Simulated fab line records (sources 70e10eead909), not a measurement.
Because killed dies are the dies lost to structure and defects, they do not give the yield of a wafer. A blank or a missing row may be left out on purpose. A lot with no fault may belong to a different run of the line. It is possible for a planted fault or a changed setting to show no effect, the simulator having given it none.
A struck lot beside a sound one || flow nandHarc || 14 out of 1159 route steps
Sound: wafers L170.2, L170.3, L170.5. The struck wafers were L176.2, L176.4, L176.5. At the end, the cause is stated.
For every step that has rows: the tool of each side, followed by ch and its chambers, followed by its first start. Under that, the readings that differ: sound wafers || struck wafers || difference of the means || sigmas: that difference in standard deviations of wafers without a fault.
alike: readings with means less than 2 such deviations apart, plus words and numbers identical on both sides. not compared: withheld readings, readings lacking a value on some wafer, bounds such as >300 that could conceal the same value, and numbers that have no deviation in the record and whose values overlap.
Wherever a step has rows on one side only, a row that says differs or no value, or a row with sigmas, the two part there. Numbers that have no deviation but don't overlap get no sigmas and don't part them. Lack of a reading on every wafer of one side parts them only where that side has two or more wafers.

first, 7 steps without rows for these wafers: NHARC_A_STAIRCASE_COAT_03; NHARC_A_STAIRCASE_SOFTBAKE_04 (time 170 s); NHARC_A_STAIRCASE_EBR_05; NHARC_A_STAIRCASE_EXPOSE_06 (exposes mask STAIR); NHARC_A_STAIRCASE_PEB_07 (peb time 130 s); NHARC_A_STAIRCASE_DEVELOP_08 (time 140 s); NHARC_A_STAIRCASE_HARDBAKE_10 (time 140 s).
NHARC_A_STAIRCASE_DESCUM_11: chemistry O2, time 3 s.
  sound on rieDiel-07 ch 0,1, day 14 17:09; struck on rieDiel-05 ch 1,2,3, day 15 17:28
  alike: drypumpMotorCurrentA, mfcArSccm, oesProductAu, rfVppV, showerheadPlenumPTorr, throttleValvePct
  not compared: rfHoursCounterH
NHARC_A_STAIRCASE_TRIM_12: chemistry O2, time 211.2 s.
  sound on rieDiel-07 ch 0,1,2, day 14 17:18; struck on rieDiel-05 ch 0,1,3, day 15 17:32
  alike: drypumpMotorCurrentA, mfcArSccm, oesProductAu, rfVppV, showerheadPlenumPTorr, throttleValvePct
  not compared: rfHoursCounterH
NHARC_A_STAIRCASE_ETCH_13: etches the open film in C4F8/O2, target depth 100 nm, time 40.5 s.
  sound: rieDiel-07 ch 0,1,3; struck: rieDiel-05 ch 0,2
  alike: biasW, chamberPressureMTorr, oesProductAu, rfVppV
  not compared: rfHoursCounterH
NHARC_A_STAIRCASE_TRIM_14: chemistry O2, time 211.2 s.
  sound: rieDiel-07 ch 1,2,3; struck: rieDiel-05 ch 1,3
  alike: drypumpMotorCurrentA, mfcArSccm, oesProductAu, rfVppV, showerheadPlenumPTorr, throttleValvePct
  not compared: rfHoursCounterH
NHARC_A_STAIRCASE_ETCH_15: etches the open film in C4F8/O2, target depth 100 nm, time 40.5 s.
  sound on rieDiel-07 ch 1,2,3, day 14 17:49; struck on rieDiel-05 ch 0,1,3, day 15 18:01
  no value came back on the struck wafers for biasW (W), chamberPressureMTorr (mTorr), oesProductAu (a.u.), rfVppV (V); on the sound wafers biasW (W) reads 1001 1003 998
  not compared: rfHoursCounterH
NHARC_A_STAIRCASE_TRIM_16: chemistry O2, time 211.2 s.
  sound: rieDiel-07 ch 0,2,3; struck: rieDiel-05 ch 1,2,3
  alike: drypumpMotorCurrentA, mfcArSccm, oesProductAu, rfVppV, showerheadPlenumPTorr, throttleValvePct
  not compared: rfHoursCounterH
-- the record jumps here: 9 days lie between the struck wafers' starts before and after (it left off in module A_STAIRCASE and takes up again in module END, whose first step shown is number 1159 of the route) --
NHARC_END_SORT_01:
  the record has rows for the struck wafers here (prober-02 ch 0, day 24 12:15) and none for the sound ones

WHERE THEY PART
Last at NHARC_END_SORT_01 as far as this record goes, first at NHARC_A_STAIRCASE_ETCH_15.

WHY: whatever the simulator had introduced
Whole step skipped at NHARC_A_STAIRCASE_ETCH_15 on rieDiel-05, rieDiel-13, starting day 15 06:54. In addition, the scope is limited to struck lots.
